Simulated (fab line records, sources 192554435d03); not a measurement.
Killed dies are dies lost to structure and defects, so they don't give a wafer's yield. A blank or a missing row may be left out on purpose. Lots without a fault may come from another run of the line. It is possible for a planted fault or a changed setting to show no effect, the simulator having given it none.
What tool caused it?	flow n5 finfet	69 wafers from 23 lots sampled at 6 of the route's 1938 steps

WHAT THE GAUGES READ, wafer by wafer
Not one reading of a measure or inspect step in the record can be checked against a usual standard deviation.

WHICH TOOL RAN EACH LOT (tool, then ch and the chambers of the sampled wafers, then the start)
lot	N5_BEOL_M3_SPUTTER_90	N5_BEOL_M3_PRE_CLEAN_60	N5_BEOL_M4_DESCUM_16	N5_BEOL_M4_ETCH_63	N5_BEOL_M4_ETCH_64	N5_BEOL_M4_STRIP_66
L075	pvd sputter-03, day 7 02:59	cvd co-01 ch 0,2, day 7 04:30	rie diel-05 ch 0,2,3, day 7 06:28	rie diel-05 ch 0,2,3, day 7 06:31	rie diel-05 ch 0,2,3, day 7 06:32	rie diel-05 ch 0,2,3, day 7 06:40
L074	pvd sputter-03, day 7 07:27	cvd co-01 ch 0,2, day 7 08:58	rie diel-04 ch 0,2,3, day 7 10:50	rie diel-04 ch 0,2,3, day 7 10:53	rie diel-04 ch 0,2,3, day 7 10:55	rie diel-04 ch 0,2,3, day 7 11:04
L076	pvd sputter-01, day 7 20:54	cvd co-01 ch 0,1,2, day 7 22:40	rie diel-05 ch 0,2,3, day 8 01:17	rie diel-05 ch 0,2,3, day 8 01:20	rie diel-05 ch 0,2,3, day 8 01:22	rie diel-05 ch 0,2,3, day 8 01:30
L077	pvd sputter-02, day 8 05:04	cvd co-02 ch 0,2, day 8 06:38	rie diel-05 ch 0,1,2, day 8 09:54	rie diel-05 ch 0,1,2, day 8 09:57	rie diel-05 ch 0,1,2, day 8 09:58	rie diel-05 ch 0,1,2, day 8 10:07
L078	pvd sputter-03, day 8 13:54	cvd co-02 ch 0,1,2, day 8 15:23	rie diel-05 ch 1,2,3, day 8 16:46	rie diel-05 ch 1,2,3, day 8 16:49	rie diel-05 ch 1,2,3, day 8 16:50	rie diel-05 ch 1,2,3, day 8 16:58
L079	pvd sputter-01, day 8 21:19	cvd co-01 ch 0,2, day 8 22:48	rie diel-04 ch 1,3, day 9 02:16	rie diel-04 ch 1,3, day 9 02:21	rie diel-04 ch 1,3, day 9 02:23	rie diel-04 ch 1,3, day 9 02:35
L080	pvd sputter-02, day 9 01:07	cvd co-02 ch 0,1,2, day 9 02:36	rie diel-03 ch 0,3, day 9 03:43	rie diel-03 ch 0,3, day 9 03:46	rie diel-03 ch 0,3, day 9 03:47	rie diel-03 ch 0,3, day 9 03:55
L082	pvd sputter-02, day 9 04:12	cvd co-02 ch 1,2, day 9 05:44	rie diel-03 ch 0,2, day 9 06:54	rie diel-03 ch 0,2, day 9 06:57	rie diel-03 ch 0,2, day 9 06:59	rie diel-03 ch 0,2, day 9 07:07
L081	pvd sputter-03, day 9 04:22	cvd co-02 ch 0,1,2, day 9 05:55	rie diel-03 ch 0,1, day 9 07:08	rie diel-03 ch 0,1, day 9 07:11	rie diel-03 ch 0,1, day 9 07:13	rie diel-03 ch 0,1, day 9 07:20
L083	pvd sputter-01, day 9 10:49	cvd co-01 ch 0,1,2, day 9 12:19	rie diel-04 ch 1,3, day 9 13:19	rie diel-04 ch 1,3, day 9 13:24	rie diel-04 ch 1,3, day 9 13:29	rie diel-04 ch 1,3, day 9 13:38
L084	pvd sputter-03, day 9 11:53	cvd co-01 ch 1,2, day 9 13:22	rie diel-04 ch 1,3, day 9 15:24	rie diel-04 ch 1,3, day 9 15:27	rie diel-04 ch 1,3, day 9 15:29	rie diel-04 ch 1,3, day 9 15:37
L085	pvd sputter-01, day 10 10:23	cvd co-02 ch 0,1, day 10 11:52	rie diel-04 ch 1,2,3, day 10 14:46	rie diel-04 ch 1,2,3, day 10 14:49	rie diel-04 ch 1,2,3, day 10 14:50	rie diel-04 ch 1,2,3, day 10 14:59
L087	pvd sputter-02, day 10 13:18	cvd co-02 ch 0,1,2, day 10 14:47	rie diel-03 ch 0,1, day 10 16:38	rie diel-03 ch 0,1, day 10 16:41	rie diel-03 ch 0,1, day 10 16:43	rie diel-03 ch 0,1, day 10 16:51
L086	pvd sputter-01, day 10 13:43	cvd co-01 ch 1,2, day 10 15:14	rie diel-05 ch 2,3, day 10 16:58	rie diel-05 ch 2,3, day 10 17:01	rie diel-05 ch 2,3, day 10 17:02	rie diel-05 ch 2,3, day 10 17:10
L088	pvd sputter-01, day 10 16:37	cvd co-01 ch 1,2, day 10 18:11	rie diel-03 ch 1,2,3, day 10 21:14	rie diel-03 ch 1,2,3, day 10 21:17	rie diel-03 ch 1,2,3, day 10 21:19	rie diel-03 ch 1,2,3, day 10 21:26
L089	pvd sputter-01, day 11 16:39	cvd co-01 ch 0,1,2, day 11 18:08	rie diel-05 ch 1,3, day 11 20:22	rie diel-05 ch 1,3, day 11 20:25	rie diel-05 ch 1,3, day 11 20:26	rie diel-05 ch 1,3, day 11 20:34
L091	pvd sputter-02, day 11 16:40	cvd co-02 ch 0,1,2, day 11 18:10	rie diel-03 ch 1,2,3, day 11 20:31	rie diel-03 ch 1,2,3, day 11 20:33	rie diel-03 ch 1,2,3, day 11 20:38	rie diel-03 ch 1,2,3, day 11 20:43
L092	pvd sputter-02, day 12 05:38	cvd co-01 ch 1,2, day 12 07:07	rie diel-03 ch 2,3, day 12 10:04	rie diel-03 ch 2,3, day 12 10:07	rie diel-03 ch 2,3, day 12 10:08	rie diel-03 ch 2,3, day 12 10:16
L093	pvd sputter-03, day 12 08:18	cvd co-02 ch 0,2, day 12 09:47	rie diel-04 ch 1,2,3, day 12 10:57	rie diel-04 ch 1,2,3, day 12 11:00	rie diel-04 ch 1,2,3, day 12 11:02	rie diel-04 ch 1,2,3, day 12 11:10
L094	pvd sputter-02, day 12 08:33	cvd co-01 ch 0,1,2, day 12 10:04	rie diel-04 ch 0,1,3, day 12 13:04	rie diel-04 ch 0,1,3, day 12 13:07	rie diel-04 ch 0,1,3, day 12 13:08	rie diel-04 ch 0,1,3, day 12 13:16
L095	pvd sputter-01, day 12 11:40	cvd co-01 ch 1,2, day 12 13:14	rie diel-04 ch 2,3, day 12 14:44	rie diel-04 ch 2,3, day 12 14:47	rie diel-04 ch 2,3, day 12 14:49	rie diel-04 ch 2,3, day 12 14:57
L096	pvd sputter-02, day 12 17:52	cvd co-02 ch 1,2, day 12 19:24	rie diel-03 ch 2,3, day 12 22:13	rie diel-03 ch 2,3, day 12 22:16	rie diel-03 ch 2,3, day 12 22:17	rie diel-03 ch 2,3, day 12 22:25
L097	pvd sputter-02, day 12 20:34	cvd co-02 ch 1,2, day 12 22:04	rie diel-03 ch 2,3, day 12 23:03	rie diel-03 ch 2,3, day 12 23:06	rie diel-03 ch 2,3, day 12 23:08	rie diel-03 ch 2,3, day 12 23:16
- N5_BEOL_M3_SPUTTER_90: material Cu, target thk 4.5 nm, time 8.29 s.
- N5_BEOL_M3_PRE_CLEAN_60: time 15 s.
- N5_BEOL_M4_DESCUM_16: chemistry O2, time 7 s.
- N5_BEOL_M4_ETCH_63: etches SiARC in CF4, target depth 15.6 nm, time 26 s.
- N5_BEOL_M4_ETCH_64: etches SOC in N2/H2, target depth 75 nm, overetch 22.5 nm, time 121.9 s.
- N5_BEOL_M4_STRIP_66: strips in CF4.

WHAT THE TOOLS THEMSELVES READ (means of the sampled wafers that have a number; where no wafer has one, the mark that the record gives instead)
N5_BEOL_M3_SPUTTER_90. Usual: 30.0 % for throttle valve pct, sd 1.1.
lot	tool	throttle valve pct (%)	flag
L075	pvd sputter-03	30.3	
L074	pvd sputter-03	31.0	
L076	pvd sputter-01	30.9	
L077	pvd sputter-02	30.2	
L078	pvd sputter-03	30.4	
L079	pvd sputter-01	29.5	
L080	pvd sputter-02	29.4	
L082	pvd sputter-02	29.5	
L081	pvd sputter-03	30.3	
L083	pvd sputter-01	29.8	
L084	pvd sputter-03	30.5	
L085	pvd sputter-01	29.4	
L087	pvd sputter-02	29.4	
L086	pvd sputter-01	30.0	
L088	pvd sputter-01	30.0	
L089	pvd sputter-01	29.6	
L091	pvd sputter-02	29.3	
L092	pvd sputter-02	29.5	
L093	pvd sputter-03	29.7	
L094	pvd sputter-02	30.0	
L095	pvd sputter-01	29.9	
L096	pvd sputter-02	29.4	
L097	pvd sputter-02	30.1	

N5_BEOL_M3_PRE_CLEAN_60. Usual: heater power outer w 23 W, standard deviation 13; heater power w 91 W, standard deviation 23.
lot	tool	heater power outer w (W)	heater power w (W)	flag
L075	cvd co-01	33	112	
L074	cvd co-01	37	121	
L076	cvd co-01	30	107	
L077	cvd co-02	20	84	
L078	cvd co-02	15	76	
L079	cvd co-01	33	112	
L080	cvd co-02	15	76	
L082	cvd co-02	10	67	
L081	cvd co-02	15	77	
L083	cvd co-01	31	107	
L084	cvd co-01	28	102	
L085	cvd co-02	6	65	
L087	cvd co-02	15	77	
L086	cvd co-01	29	100	
L088	cvd co-01	28	101	
L089	cvd co-01	31	107	
L091	cvd co-02	15	77	
L092	cvd co-01	35	115	
L093	cvd co-02	20	84	
L094	cvd co-01	31	107	
L095	cvd co-01	28	99	
L096	cvd co-02	19	81	
L097	cvd co-02	10	67	

N5_BEOL_M4_DESCUM_16. Usual: drypump motor current A 5.9 A, standard deviation 0.45; oes product au 0.81 a.u., standard deviation 0.098; rf vpp V 243.1 V, standard deviation 1.4; showerhead plenum p Torr 2.10 Torr, standard deviation 0.075; throttle valve pct 20.42 %, standard deviation 0.25.
lot	tool	drypump motor current A (A)	oes product au (a.u.)	rf vpp V (V)	showerhead plenum p Torr (Torr)	throttle valve pct (%)	flag
L075	rie diel-05	5.4	0.79	243.6	2.10	20.10	
L074	rie diel-04	5.8	0.79	242.3	2.07	20.59	
L076	rie diel-05	5.4	0.78	243.6	2.10	20.11	
L077	rie diel-05	5.5	0.84	241.9	2.06	20.06	
L078	rie diel-05	5.5	0.80	242.9	2.08	20.33	
L079	rie diel-04	6.1	0.76	244.3	2.18	20.76	
L080	rie diel-03	6.0	0.81	242.0	2.04	20.42	
L082	rie diel-03	6.1	0.87	241.8	2.03	20.32	
L081	rie diel-03	5.6	0.81	242.2	2.05	20.42	
L083	rie diel-04	6.2	0.80	245.4	2.20	20.72	
L084	rie diel-04	6.3	0.81	245.0	2.20	20.71	
L085	rie diel-04	6.1	0.84	244.9	2.21	20.53	
L087	rie diel-03	5.3	0.74	242.3	2.06	20.49	
L086	rie diel-05	5.4	0.73	241.6	2.06	20.26	
L088	rie diel-03	6.0	0.74	242.4	2.06	20.47	
L089	rie diel-05	5.7	0.81	243.4	2.08	20.47	
L091	rie diel-03	6.0	0.73	241.8	2.06	20.48	
L092	rie diel-03	6.5	0.76	241.9	2.04	20.39	
L093	rie diel-04	6.1	0.93	244.4	2.21	20.40	
L094	rie diel-04	6.0	0.90	243.7	2.14	20.54	
L095	rie diel-04	5.9	0.95	245.1	2.22	20.21	
L096	rie diel-03	6.5	0.76	242.0	2.04	20.40	
L097	rie diel-03	6.5	0.76	242.3	2.04	20.41	

N5_BEOL_M4_ETCH_63. Usual: drypump motor current A 5.9 A, standard deviation 0.45; etch rf on time s 25.9 s, standard deviation 0.63; oes product au 0.69 a.u., standard deviation 0.08; rf vpp V 184.2 V, standard deviation 1.2; showerhead plenum p Torr 2.15 Torr, standard deviation 0.067; throttle valve pct 15.58 %, standard deviation 0.24.
lot	tool	drypump motor current A (A)	etch rf on time s (s)	oes product au (a.u.)	rf vpp V (V)	showerhead plenum p Torr (Torr)	throttle valve pct (%)	flag
L075	rie diel-05	5.4	25.9	0.69	184.5	2.16	15.38	
L074	rie diel-04	5.8	26.1	0.67	183.3	2.11	15.73	
L076	rie diel-05	5.4	26.2	0.68	184.3	2.16	15.40	
L077	rie diel-05	5.5	26.5	0.72	183.9	2.12	15.32	
L078	rie diel-05	5.5	26.5	0.68	184.2	2.13	15.55	
L079	rie diel-04	6.1	26.4	0.65	184.6	2.22	15.85	
L080	rie diel-03	6.0	25.4	0.69	183.7	2.10	15.59	
L082	rie diel-03	6.1	25.6	0.74	183.2	2.09	15.48	
L081	rie diel-03	5.6	25.6	0.70	183.4	2.10	15.58	
L083	rie diel-04	6.3	26.0	0.70	185.0	2.23	15.77	
L084	rie diel-04	6.2	26.2	0.69	185.2	2.23	15.77	
L085	rie diel-04	6.1	26.0	0.72	186.0	2.24	15.61	
L087	rie diel-03	5.4	25.3	0.65	184.0	2.10	15.66	
L086	rie diel-05	5.3	26.8	0.63	183.9	2.11	15.50	
L088	rie diel-03	6.0	25.7	0.63	183.2	2.10	15.65	
L089	rie diel-05	5.7	27.0	0.67	183.6	2.12	15.70	
L091	rie diel-03	6.0	25.9	0.62	183.8	2.10	15.66	
L092	rie diel-03	6.5	25.8	0.65	183.0	2.09	15.59	
L093	rie diel-04	6.1	25.5	0.79	184.9	2.23	15.45	
L094	rie diel-04	6.0	25.8	0.77	184.5	2.18	15.63	
L095	rie diel-04	5.9	25.7	0.81	184.9	2.24	15.28	
L096	rie diel-03	6.5	25.5	0.65	182.9	2.09	15.59	
L097	rie diel-03	6.5	25.6	0.64	183.2	2.09	15.59	

N5_BEOL_M4_ETCH_64. Usual: drypump motor current A 5.9 A, standard deviation 0.46; oes product au 0.61 a.u., standard deviation 0.071; rf vpp V 524.0 V, standard deviation 2.5; showerhead plenum p Torr 2.54 Torr, standard deviation 0.09; throttle valve pct 17.77 %, standard deviation 0.26.
lot	tool	drypump motor current A (A)	oes product au (a.u.)	rf vpp V (V)	showerhead plenum p Torr (Torr)	throttle valve pct (%)	flag
L075	rie diel-05	5.5	0.61	524.7	2.56	17.51	
L074	rie diel-04	5.8	0.59	522.7	2.50	17.89	
L076	rie diel-05	5.4	0.61	523.7	2.56	17.52	
L077	rie diel-05	5.5	0.65	522.3	2.51	17.44	
L078	rie diel-05	5.5	0.61	523.8	2.52	17.64	
L079	rie diel-04	6.1	0.58	525.9	2.64	18.13	
L080	rie diel-03	6.0	0.61	522.4	2.49	17.90	
L082	rie diel-03	6.1	0.64	522.9	2.49	17.82	
L081	rie diel-03	5.6	0.61	522.2	2.49	17.82	
L083	rie diel-04	6.3	0.62	526.8	2.67	18.07	
L084	rie diel-04	6.2	0.61	527.3	2.67	18.06	
L085	rie diel-04	6.1	0.64	527.2	2.67	17.84	
L087	rie diel-03	5.4	0.56	522.0	2.49	17.78	
L086	rie diel-05	5.4	0.57	522.8	2.51	17.61	
L088	rie diel-03	6.0	0.55	522.3	2.48	17.80	
L089	rie diel-05	5.8	0.61	522.7	2.52	17.76	
L091	rie diel-03	6.0	0.55	522.8	2.48	17.82	
L092	rie diel-03	6.5	0.57	521.5	2.48	17.81	
L093	rie diel-04	6.1	0.69	527.1	2.67	17.69	
L094	rie diel-04	6.0	0.68	525.6	2.59	17.88	
L095	rie diel-04	5.9	0.72	527.8	2.67	17.45	
L096	rie diel-03	6.5	0.57	521.1	2.47	17.83	
L097	rie diel-03	6.5	0.57	521.5	2.47	17.83	

N5_BEOL_M4_STRIP_66. Usual: drypump motor current A 5.9 A, standard deviation 0.46; oes product au 0.80 a.u., standard deviation 0.093; rf vpp V 271.2 V, standard deviation 1.5; showerhead plenum p Torr 1.80 Torr, standard deviation 0.056; throttle valve pct 13.54 %, standard deviation 0.26.
lot	tool	drypump motor current A (A)	oes product au (a.u.)	rf vpp V (V)	showerhead plenum p Torr (Torr)	throttle valve pct (%)	flag
L075	rie diel-05	5.4	0.79	271.0	1.81	13.36	
L074	rie diel-04	5.8	0.77	270.5	1.77	13.68	
L076	rie diel-05	5.5	0.78	271.6	1.81	13.38	
L077	rie diel-05	5.5	0.85	270.4	1.77	13.26	
L078	rie diel-05	5.5	0.80	271.4	1.79	13.54	
L079	rie diel-04	6.1	0.75	273.0	1.86	13.82	
L080	rie diel-03	6.0	0.79	270.7	1.75	13.54	
L082	rie diel-03	6.1	0.84	270.3	1.75	13.39	
L081	rie diel-03	5.5	0.80	270.5	1.75	13.51	
L083	rie diel-04	6.2	0.80	272.3	1.87	13.72	
L084	rie diel-04	6.3	0.80	273.9	1.87	13.72	
L085	rie diel-04	6.1	0.83	272.0	1.87	13.56	
L087	rie diel-03	5.3	0.74	270.5	1.76	13.63	
L086	rie diel-05	5.3	0.75	270.7	1.78	13.52	
L088	rie diel-03	6.0	0.72	270.4	1.76	13.64	
L089	rie diel-05	5.7	0.80	270.6	1.79	13.68	
L091	rie diel-03	6.0	0.72	270.5	1.76	13.66	
L092	rie diel-03	6.5	0.75	270.9	1.76	13.56	
L093	rie diel-04	6.1	0.90	272.5	1.87	13.40	
L094	rie diel-04	6.0	0.89	271.6	1.82	13.56	
L095	rie diel-04	5.9	0.93	272.2	1.88	13.21	
L096	rie diel-03	6.5	0.74	270.7	1.75	13.57	
L097	rie diel-03	6.5	0.74	270.5	1.75	13.58	

THE ANSWER, worked out from the rows above alone
Rule: a lot counts as off when the mean over its wafers that have a number is more than 3 standard deviations away from the usual mean. A lot without any number at a reading at which 4 lots or more have one is off too. The other lots that the step has rows for count as sound. The gauges are gone through in route order, then the tools' own readings, and for those a lot's mean is taken as printed above. At the first step where some lot is off, the reading lying furthest off is the one used; lots without a number count as furthest.
Across all readings shown, no lot is off: no conclusion can be drawn from this.

WHAT WAS PUT IN BY THE SIMULATOR
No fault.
